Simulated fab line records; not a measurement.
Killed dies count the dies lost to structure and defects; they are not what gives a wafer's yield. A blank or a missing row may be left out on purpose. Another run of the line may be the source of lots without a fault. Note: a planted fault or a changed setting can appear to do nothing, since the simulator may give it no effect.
Which tool was responsible?	flow nand_harc	72 wafers from 24 lots sampled at 6 of the route's 1302 steps

WHAT THE GAUGES SHOWED, per wafer
Not one reading of a measure or inspect step in the record can be checked against a usual standard deviation.

WHICH TOOL RAN EACH LOT (tool, then ch and the chambers of the sampled wafers, then the start)
lot	NHARC_A_CHANNEL_FILL_D1_ALD_15	NHARC_A_CHANNEL_FILL_D1_ALD_16	NHARC_A_CHANNEL_HOLE_D2_DEP_01	NHARC_A_CHANNEL_HOLE_D2_DESCUM_15	NHARC_A_CHANNEL_HOLE_D2_ETCH_22	NHARC_A_CHANNEL_HOLE_D2_STRIP_28
L074	ald_sin_batch-03 ch 0, day 9 10:05 or earlier	ald_hk-02 ch 0,2, day 9 10:05	pecvd-04 ch 1,2, day 13 08:47	rie_diel-05 ch 0,2, day 13 09:34	har_etch-02 ch 0,1, day 13 11:37	rie_diel-05 ch 2,3, no start
L075	ald_sin_batch-01 ch 0, day 9 14:15 or earlier	ald_hk-02 ch 0,1,3, day 9 14:15	pecvd-04 ch 0,1, day 13 09:33	rie_diel-03 ch 0,1,3, day 13 10:20	har_etch-01 ch 0,1, day 13 12:22	rie_diel-07 ch 0,1,2, no start
L076	ald_sin_batch-02 ch 0, day 10 04:54 or earlier	ald_hk-04 ch 0,1,2, day 10 04:54	pecvd-02 ch 1,2, day 14 08:55	rie_diel-05 ch 2,3, day 14 09:49	har_etch-01 ch 0,1, day 14 11:53	rie_diel-03 ch 0,1,2, no start
L077	ald_sin_batch-02 ch 0, day 11 00:02 or earlier	ald_hk-04 ch 0,2,3, day 11 00:02	pecvd-04 ch 1,2, day 14 17:52	rie_diel-03 ch 2,3, day 14 18:44	har_etch-01 ch 0,1, day 15 00:37	rie_diel-07 ch 0,2, day 15 04:47
L078	ald_sin_batch-02 ch 0, day 10 23:59 or earlier	ald_hk-01 ch 0,2,3, day 10 23:59	pecvd-04 ch 0,2, day 14 17:05	rie_diel-05 ch 0,1,2, day 14 17:59	har_etch-01 ch 0,1, day 14 20:22	rie_diel-05 ch 1,2,3, no start
L079	ald_sin_batch-02 ch 0, day 11 04:07 or earlier	ald_hk-02 ch 0,3, day 11 04:07	pecvd-01 ch 0,1,2, day 14 17:13	rie_diel-07 ch 1,2, day 14 18:09	har_etch-02 ch 0,1, day 14 20:43	rie_diel-07 ch 0,2, day 15 00:48
L080	ald_sin_batch-01 ch 0, day 11 19:51 or earlier	ald_hk-01 ch 1,2, day 11 19:51	pecvd-02 ch 0,1,2, day 15 13:00	rie_diel-05 ch 0,1,2, day 15 13:54	har_etch-02 ch 0,1, day 15 18:28	rie_diel-05 ch 0,1, no start
L081	ald_sin_batch-03 ch 0, day 12 06:17 or earlier	ald_hk-02 ch 1,2, day 12 06:17	pecvd-04 ch 0,1, day 15 22:01	rie_diel-07 ch 0,1,3, day 15 22:56	har_etch-02 ch 0,1, day 16 01:10	rie_diel-05 ch 1,3, no start
L082	ald_sin_batch-01 ch 0, day 12 20:45 or earlier	ald_hk-01 ch 1,2,3, day 12 20:45	pecvd-01 ch 0,1, day 16 10:10	rie_diel-07 ch 0,2,3, day 16 11:06	har_etch-02 ch 0,1, day 16 13:35	rie_diel-03 ch 0,1,3, no start
L083	ald_sin_batch-01 ch 0, day 12 20:42 or earlier	ald_hk-04 ch 1,2,3, day 12 20:42	pecvd-04 ch 0,1,2, day 16 09:40	rie_diel-05 ch 0,1,2, day 16 10:35	har_etch-01 ch 0,1, day 16 12:54	rie_diel-05 ch 1,2,3, no start
L084	ald_sin_batch-02 ch 0, day 13 10:47 or earlier	ald_hk-02 ch 0,2,3, day 13 10:47	pecvd-01 ch 1,2, day 17 06:39	rie_diel-07 ch 0,2, day 17 07:34	har_etch-01 ch 0,1, day 17 10:29	rie_diel-07 ch 1,2, no start
L085	ald_sin_batch-01 ch 0, day 14 09:06 or earlier	ald_hk-02 ch 0,1,2, day 14 09:06	pecvd-04 ch 0,1,2, day 18 01:04	rie_diel-07 ch 0,1,3, day 18 01:54	har_etch-02 ch 0,1, day 18 04:08	rie_diel-03 ch 0,2,3, no start
L086	ald_sin_batch-03 ch 0, day 14 14:23 or earlier	ald_hk-04 ch 1,2,3, day 14 14:23	pecvd-01 ch 1,2, day 18 09:18	rie_diel-07 ch 0,1, day 18 10:04	har_etch-02 ch 0,1, day 18 12:14	rie_diel-07 ch 1,2, no start
L087	ald_sin_batch-01 ch 0, day 14 19:32 or earlier	ald_hk-04 ch 0,2,3, day 14 19:32	pecvd-04 ch 0,1,2, day 18 14:55	rie_diel-03 ch 0,1,3, day 18 15:52	har_etch-02 ch 0, day 18 18:05	rie_diel-05 ch 0,1,3, no start
L088	ald_sin_batch-02 ch 0, day 15 09:11 or earlier	ald_hk-01 ch 1,2, day 15 09:11	pecvd-04 ch 0,1,2, day 19 10:49	rie_diel-03 ch 0,1,3, day 19 11:43	har_etch-02 ch 0,1, day 19 17:50	rie_diel-03 ch 1,3, no start
L089	ald_sin_batch-02 ch 0, day 15 09:11 or earlier	ald_hk-04 ch 2,3, day 15 09:11	pecvd-02 ch 1,2, day 19 10:39	rie_diel-07 ch 1,2, day 19 11:26	har_etch-02 ch 0,1, day 19 13:40	rie_diel-05 ch 0,2,3, no start
L090	ald_sin_batch-02 ch 0, day 16 04:08 or earlier	ald_hk-01 ch 0,1,2, day 16 04:08	pecvd-02 ch 0,2, day 19 21:57	rie_diel-03 ch 1,3, day 19 22:51	har_etch-02 ch 0,1, day 20 02:50	rie_diel-07 ch 0,1,2, no start
L091	ald_sin_batch-02 ch 0, day 16 04:08 or earlier	ald_hk-04 ch 0,1,3, day 16 04:08	pecvd-01 ch 1,2, day 19 21:56	rie_diel-07 ch 0,2, day 19 22:40	har_etch-01 ch 0,1, day 20 00:42	rie_diel-05 ch 1,2,3, no start
L092	ald_sin_batch-01 ch 0, day 16 19:07 or earlier	ald_hk-04 ch 1,2,3, day 16 19:07	pecvd-04 ch 0,1, day 20 10:10	rie_diel-05 ch 0,1,2, day 20 11:05	har_etch-02 ch 0,1, day 20 13:19	rie_diel-03 ch 0,2, no start
L093	ald_sin_batch-02 ch 0, day 17 02:20 or earlier	ald_hk-02 ch 0,2,3, day 17 02:20	pecvd-04 ch 0,2, day 20 15:46	rie_diel-05 ch 0,2,3, day 20 16:38	har_etch-01 ch 0,1, day 20 18:48	rie_diel-03 ch 0,2, no start
L094	ald_sin_batch-03 ch 0, day 17 23:37 or earlier	ald_hk-02 ch 0,3, day 17 23:37	pecvd-04 ch 0,1,2, day 21 11:37	rie_diel-05 ch 0,1,3, day 21 12:28	har_etch-02 ch 0,1, day 21 14:52	rie_diel-05 ch 2,3, no start
L095	ald_sin_batch-01 ch 0, day 18 12:37 or earlier	ald_hk-02 ch 2,3, day 18 12:37	pecvd-04 ch 0,2, day 22 02:06	rie_diel-03 ch 1,2, day 22 02:52	har_etch-02 ch 0,1, day 22 07:58	rie_diel-03 ch 1,3, no start
L096	ald_sin_batch-01 ch 0, day 18 12:28 or earlier	ald_hk-02 ch 0,2, day 18 12:28	pecvd-04 ch 0,1,2, day 22 02:18	rie_diel-07 ch 1,3, day 22 03:10	har_etch-01 ch 0,1, day 22 11:31	rie_diel-05 ch 0,1,3, no start
L097	ald_sin_batch-03 ch 0, day 18 21:56	ald_hk-01 ch 0,3, day 18 23:59	pecvd-04 ch 0,1, day 23 07:04	rie_diel-05 ch 1,2, day 23 07:49	har_etch-01 ch 0,1, day 23 10:08	rie_diel-07 ch 1,2,3, no start
- NHARC_A_CHANNEL_FILL_D1_ALD_15: deposits SiNx, target thk 2 nm, pulse time 60 s, ald cycles 19.
- NHARC_A_CHANNEL_FILL_D1_ALD_16: deposits SiO2, target thk 1.5 nm, pulse time 10 s, ald cycles 15.
- NHARC_A_CHANNEL_HOLE_D2_DEP_01: deposits SiON, target thk 140 nm.
- NHARC_A_CHANNEL_HOLE_D2_DESCUM_15: chemistry O2, time 3 s.
- NHARC_A_CHANNEL_HOLE_D2_ETCH_22: etches the open film in C4F8/O2/Ar, time 666.7 s, target depth 1600 nm.
- NHARC_A_CHANNEL_HOLE_D2_STRIP_28: strips in O2.

WHAT THE TOOLS THEMSELVES READ (means of the sampled wafers that have a number; where no wafer has one, the mark that the record gives instead)
NHARC_A_CHANNEL_FILL_D1_ALD_15. Usual: 1.002 for precursor_pulse_height_rel, sd 0.018.
lot	tool	precursor_pulse_height_rel	flag
L074	ald_sin_batch-03	1.012	
L075	ald_sin_batch-01	1.012	
L076	ald_sin_batch-02	1.002	
L077	ald_sin_batch-02	1.010	
L078	ald_sin_batch-02	1.040	
L079	ald_sin_batch-02	0.997	
L080	ald_sin_batch-01	0.993	
L081	ald_sin_batch-03	1.005	
L082	ald_sin_batch-01	1.014	
L083	ald_sin_batch-01	0.976	
L084	ald_sin_batch-02	0.995	
L085	ald_sin_batch-01	1.007	
L086	ald_sin_batch-03	0.994	
L087	ald_sin_batch-01	0.993	
L088	ald_sin_batch-02	0.998	
L089	ald_sin_batch-02	1.011	
L090	ald_sin_batch-02	0.989	
L091	ald_sin_batch-02	1.001	
L092	ald_sin_batch-01	1.010	
L093	ald_sin_batch-02	0.987	
L094	ald_sin_batch-03	1.010	
L095	ald_sin_batch-01	0.994	
L096	ald_sin_batch-01	1.000	
L097	ald_sin_batch-03	1.013	

NHARC_A_CHANNEL_FILL_D1_ALD_16. Usual: heater_power_w 447 W, standard deviation 36; precursor_pulse_height_rel 1.000, standard deviation 0.019.
lot	tool	heater_power_w (W)	precursor_pulse_height_rel	flag
L074	ald_hk-02	455	0.981	
L075	ald_hk-02	424	0.999	
L076	ald_hk-04	456	1.006	
L077	ald_hk-04	451	1.011	
L078	ald_hk-01	468	0.999	
L079	ald_hk-02	423	0.996	
L080	ald_hk-01	459	0.996	
L081	ald_hk-02	459	0.975	
L082	ald_hk-01	490	0.985	
L083	ald_hk-04	443	0.980	
L084	ald_hk-02	425	1.017	
L085	ald_hk-02	457	0.984	
L086	ald_hk-04	442	1.014	
L087	ald_hk-04	429	1.007	
L088	ald_hk-01	476	1.003	
L089	ald_hk-04	419	1.003	
L090	ald_hk-01	460	1.012	
L091	ald_hk-04	453	0.990	
L092	ald_hk-04	445	1.000	
L093	ald_hk-02	434	1.003	
L094	ald_hk-02	437	1.010	
L095	ald_hk-02	437	1.016	
L096	ald_hk-02	478	1.001	
L097	ald_hk-01	482	1.009	

NHARC_A_CHANNEL_HOLE_D2_DEP_01. Usual: heater_power_w 816 W, standard deviation 130; rf_fwd_power_W 348.4 W, standard deviation 1.1.
lot	tool	heater_power_w (W)	rf_fwd_power_W (W)	flag
L074	pecvd-04	879	347.5	
L075	pecvd-04	684	347.6	
L076	pecvd-02	786	347.7	
L077	pecvd-04	875	348.7	
L078	pecvd-04	842	348.8	
L079	pecvd-01	798	348.4	
L080	pecvd-02	833	347.7	
L081	pecvd-04	765	348.5	
L082	pecvd-01	903	348.0	
L083	pecvd-04	807	347.9	
L084	pecvd-01	871	348.5	
L085	pecvd-04	838	348.7	
L086	pecvd-01	775	348.5	
L087	pecvd-04	761	348.8	
L088	pecvd-04	850	348.2	
L089	pecvd-02	785	349.1	
L090	pecvd-02	941	347.7	
L091	pecvd-01	861	348.1	
L092	pecvd-04	674	347.5	
L093	pecvd-04	829	349.0	
L094	pecvd-04	760	348.1	
L095	pecvd-04	797	348.9	
L096	pecvd-04	752	348.4	
L097	pecvd-04	715	348.6	

NHARC_A_CHANNEL_HOLE_D2_DESCUM_15. Usual: drypump_motor_current_A 5.8 A, standard deviation 0.39; oes_product_au 1.002 a.u., standard deviation 0.01; rf_vpp_V 57.6 V, standard deviation 0.85; showerhead_plenum_p_Torr 1.89 Torr, standard deviation 0.058; throttle_valve_pct 11.311 %, standard deviation 0.01.
lot	tool	drypump_motor_current_A (A)	oes_product_au (a.u.)	rf_vpp_V (V)	showerhead_plenum_p_Torr (Torr)	throttle_valve_pct (%)	flag
L074	rie_diel-05	5.5	1.004	57.3	1.83	11.327	
L075	rie_diel-03	5.8	1.007	57.7	1.94	11.314	
L076	rie_diel-05	5.4	0.997	57.7	1.89	11.307	
L077	rie_diel-03	5.8	1.004	58.0	1.98	11.311	
L078	rie_diel-05	5.6	1.008	57.1	1.84	11.307	
L079	rie_diel-07	6.4	1.009	57.6	1.90	11.315	
L080	rie_diel-05	5.6	1.003	57.3	1.84	11.315	
L081	rie_diel-07	6.0	1.000	58.0	1.86	11.310	
L082	rie_diel-07	6.0	1.008	57.0	1.90	11.305	
L083	rie_diel-05	5.6	1.002	56.8	1.83	11.312	
L084	rie_diel-07	6.0	0.998	57.8	1.90	11.308	
L085	rie_diel-07	6.0	0.998	57.4	1.86	11.306	
L086	rie_diel-07	6.2	0.995	57.3	1.86	11.316	
L087	rie_diel-03	5.8	1.007	58.0	1.93	11.320	
L088	rie_diel-03	5.8	1.005	57.3	1.93	11.314	
L089	rie_diel-07	6.5	0.997	57.9	1.93	11.302	
L090	rie_diel-03	5.9	1.015	59.0	1.99	11.309	
L091	rie_diel-07	6.0	1.017	56.8	1.89	11.314	
L092	rie_diel-05	5.6	0.993	57.4	1.83	11.309	
L093	rie_diel-05	5.3	0.997	57.4	1.86	11.318	
L094	rie_diel-05	5.4	0.989	57.4	1.86	11.329	
L095	rie_diel-03	5.7	1.006	57.8	1.95	11.306	
L096	rie_diel-07	6.2	1.001	57.8	1.86	11.309	
L097	rie_diel-05	5.9	1.011	56.4	1.84	11.304	

NHARC_A_CHANNEL_HOLE_D2_ETCH_22. Usual: drypump_motor_current_A 5.8 A, standard deviation 0.31; showerhead_plenum_p_Torr 3.73 Torr, standard deviation 0.15; throttle_valve_pct 32.156 %, standard deviation 0.01.
lot	tool	drypump_motor_current_A (A)	showerhead_plenum_p_Torr (Torr)	throttle_valve_pct (%)	flag
L074	har_etch-02	5.7	3.57	32.146	
L075	har_etch-01	5.7	3.69	32.153	
L076	har_etch-01	5.6	3.69	32.154	
L077	har_etch-01	5.7	3.68	32.162	
L078	har_etch-01	5.6	3.68	32.163	
L079	har_etch-02	5.8	3.52	32.151	
L080	har_etch-02	5.7	3.55	32.152	
L081	har_etch-02	5.7	3.55	32.140	
L082	har_etch-02	5.8	3.50	32.157	
L083	har_etch-01	5.9	3.67	32.150	
L084	har_etch-01	5.9	3.66	32.158	
L085	har_etch-02	5.8	3.93	32.166	
L086	har_etch-02	5.7	3.92	32.157	
L087	har_etch-02	5.9	3.92	32.160	
L088	har_etch-02	5.7	3.92	32.164	
L089	har_etch-02	5.7	3.92	32.165	
L090	har_etch-02	5.7	3.91	32.158	
L091	har_etch-01	5.9	3.64	32.154	
L092	har_etch-02	5.8	3.91	32.159	
L093	har_etch-01	5.9	3.64	32.139	
L094	har_etch-02	5.7	3.90	32.159	
L095	har_etch-02	5.7	3.89	32.168	
L096	har_etch-01	5.9	3.62	32.158	
L097	har_etch-01	5.9	3.62	32.148	

NHARC_A_CHANNEL_HOLE_D2_STRIP_28. Usual: drypump_motor_current_A 5.8 A, standard deviation 0.42; oes_product_au 1.001 a.u., standard deviation 0.011; rf_vpp_V 57.6 V, standard deviation 0.9; showerhead_plenum_p_Torr 3.49 Torr, standard deviation 0.1; throttle_valve_pct 17.037 %, standard deviation 0.0086.
lot	tool	drypump_motor_current_A (A)	oes_product_au (a.u.)	rf_vpp_V (V)	showerhead_plenum_p_Torr (Torr)	throttle_valve_pct (%)	flag
L074	rie_diel-05	5.3	0.994	57.5	3.49	17.036	
L075	rie_diel-07	6.2	1.003	57.9	3.50	17.037	
L076	rie_diel-03	5.8	1.004	57.8	3.54	17.034	
L077	rie_diel-07	6.0	1.005	58.1	3.50	17.038	
L078	rie_diel-05	5.7	0.989	56.4	3.45	17.037	
L079	rie_diel-07	6.2	1.011	57.5	3.57	17.028	
L080	rie_diel-05	5.4	0.999	57.6	3.40	17.034	
L081	rie_diel-05	5.5	0.997	57.4	3.50	17.035	
L082	rie_diel-03	5.9	1.016	58.2	3.56	17.042	
L083	rie_diel-05	5.7	0.993	57.4	3.45	17.039	
L084	rie_diel-07	6.4	1.005	57.0	3.50	17.038	
L085	rie_diel-03	5.8	1.010	57.3	3.58	17.039	
L086	rie_diel-07	6.4	0.999	58.2	3.50	17.034	
L087	rie_diel-05	5.4	0.992	57.5	3.45	17.041	
L088	rie_diel-03	5.8	1.003	58.7	3.61	17.034	
L089	rie_diel-05	5.4	0.985	57.4	3.43	17.031	
L090	rie_diel-07	6.2	1.003	57.8	3.49	17.036	
L091	rie_diel-05	5.6	1.000	56.7	3.45	17.033	
L092	rie_diel-03	5.8	1.013	57.9	3.48	17.032	
L093	rie_diel-03	5.9	1.021	57.9	3.48	17.038	
L094	rie_diel-05	5.6	1.002	56.8	3.43	17.038	
L095	rie_diel-03	5.8	0.991	58.4	3.61	17.039	
L096	rie_diel-05	5.4	0.999	56.7	3.44	17.036	
L097	rie_diel-07	6.2	1.006	57.4	3.50	17.048	

THE ANSWER, worked out from the rows above alone
Rule: take the mean of a lot's wafers that have a number; if it is more than 3 standard deviations from the usual mean, the lot is off. Also off: a lot with no number at a reading for which 4 or more lots have one. Any other lot the step has rows for is counted as sound. First the gauges in route order, then the tools' own readings, where a lot's mean is used as printed above. The first step at which some lot is off is used, and at that step the reading that is off furthest; a lot without a number counts as furthest.
Nothing can be told from this: no lot is off at any reading shown.

WHAT THE SIMULATOR HAD INSERTED
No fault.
